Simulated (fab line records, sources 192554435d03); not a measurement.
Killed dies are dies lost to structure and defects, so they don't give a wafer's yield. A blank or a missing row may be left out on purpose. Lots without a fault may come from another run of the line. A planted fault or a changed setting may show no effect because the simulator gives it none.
Chamber matching | flow n5_finfet | N5_PMOS_HMC_CHANNEL_EPI_CMP_21 on cmp-01: 4 sister chambers
The step polishes SiGe30, target thk 54 nm. 20 wafers are shown with their chamber, then 10 later ones without.

WAFERS WITH THEIR CHAMBER
wafer  | chamber | motor_current_A (A)
L077.1 | 0       | 11.8
L077.2 | 2       | 11.1
L077.3 | 1       | 12.5
L078.1 | 0       | 11.8
L078.2 | 3       | 11.1
L078.5 | 1       | 12.0
L079.1 | 1       | 11.3
L079.3 | 2       | 10.9
L079.5 | 2       | 11.2
L080.4 | 3       | 12.4
L080.5 | 2       | 10.5
L080.6 | 1       | 12.0
L084.2 | 1       | 12.6
L084.3 | 3       | 11.3
L084.6 | 1       | 11.9
L084.1 | 2       | 10.5
L084.4 | 0       | 10.9
L084.5 | 2       | 10.4
L092.2 | 2       | 10.7
L092.3 | 0       | 11.7

SIGNATURES (means of the wafers above)
reading         | chamber 0 | chamber 1 | chamber 2 | chamber 3 | scatter within a chamber
motor_current_A | 11.550    | 12.050    | 10.757    | 11.600    | 0.45
Rule: a wafer's distance from a chamber is the root of the sum, over the readings, of the square of ((its reading less the chamber's mean) divided by the reading's scatter). The wafer belongs to the nearest chamber; if the next one is less than 2 further off, it can't be placed. The scatter: the root of (the sum of the squares of (reading less its chamber's mean) over the shown wafers, divided by (wafers less chambers)).

WAFERS WITHOUT THEIR CHAMBER
wafer  | motor_current_A (A)
L092.6 | 12.7
L094.2 | 11.3
L094.3 | 11.6
L094.4 | 10.6
L095.3 | 12.5
L095.5 | 12.0
L095.6 | 10.9
L097.2 | 11.8
L097.4 | 11.1
L097.5 | 11.0

WHICH CHAMBER EACH WENT THROUGH
wafer  | from the rows above               | in truth
L092.6 | can't be placed: 1 or 3 or 0      | 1
L094.2 | can't be placed: 0 or 3 or 2 or 1 | 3
L094.3 | can't be placed: 3 or 0 or 1 or 2 | 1
L094.4 | can't be placed: 2 or 0 or 3      | 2
L095.3 | can't be placed: 1 or 3 or 0      | 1
L095.5 | can't be placed: 1 or 3 or 0      | 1
L095.6 | can't be placed: 2 or 0 or 3      | 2
L097.2 | can't be placed: 3 or 0 or 1 or 2 | 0
L097.4 | can't be placed: 2 or 0 or 3 or 1 | 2
L097.5 | can't be placed: 2 or 0 or 3 or 1 | 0
Placed correctly: 0 of 10. Can't be placed from these rows: 10 (the true chamber is among the candidates in 10). Placed wrongly: 0.
